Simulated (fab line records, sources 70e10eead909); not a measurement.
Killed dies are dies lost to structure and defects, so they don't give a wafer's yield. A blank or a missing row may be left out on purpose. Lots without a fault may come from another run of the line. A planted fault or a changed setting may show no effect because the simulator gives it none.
Chamber matching | flow nand_harc | NHARC_P_BONDPAD_DESCUM_11 on rie_diel-06: 4 sister chambers
The step chemistry O2, time 3 s. 4 wafers are shown with their chamber, then 8 later ones without.

WAFERS WITH THEIR CHAMBER
wafer  | chamber | drypump_motor_current_A (A)
L966.3 | 3       | 5.58
L966.4 | 2       | 5.85
L966.5 | 0       | 5.54
L967.1 | 1       | 5.61

WAFERS WITHOUT THEIR CHAMBER
wafer  | drypump_motor_current_A (A)
L967.5 | 5.55
L967.6 | 5.86
L968.1 | 5.58
L968.2 | 5.86
L968.3 | 5.51
L969.3 | 5.60
L969.4 | 5.85
L969.6 | 5.57

WHICH CHAMBER EACH WENT THROUGH
wafer  | from the rows above     | in truth
L967.5 | can't be placed: 0 or 3 | 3
L967.6 | 2                       | 2
L968.1 | 3                       | 3
L968.2 | 2                       | 2
L968.3 | 0                       | 0
L969.3 | can't be placed: 1 or 3 | 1
L969.4 | 2                       | 2
L969.6 | can't be placed: 3 or 0 | 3
Placed correctly: 5 of 8. Can't be placed from these rows: 3 (the true chamber is among the candidates in 3). Placed wrongly: 0.
How it was worked out, from the rows above alone: a wafer's distance from a chamber is the root of the sum, over the readings, of the square of ((its reading less the chamber's mean) divided by the reading's scatter). The wafer belongs to the nearest chamber; if the next one is less than 2 further off, it can't be placed. A chamber's mean is the mean of its shown wafers. The scatter: with one shown wafer a chamber, the root of the mean of the squares of how far each hidden wafer lies from its nearest shown one.
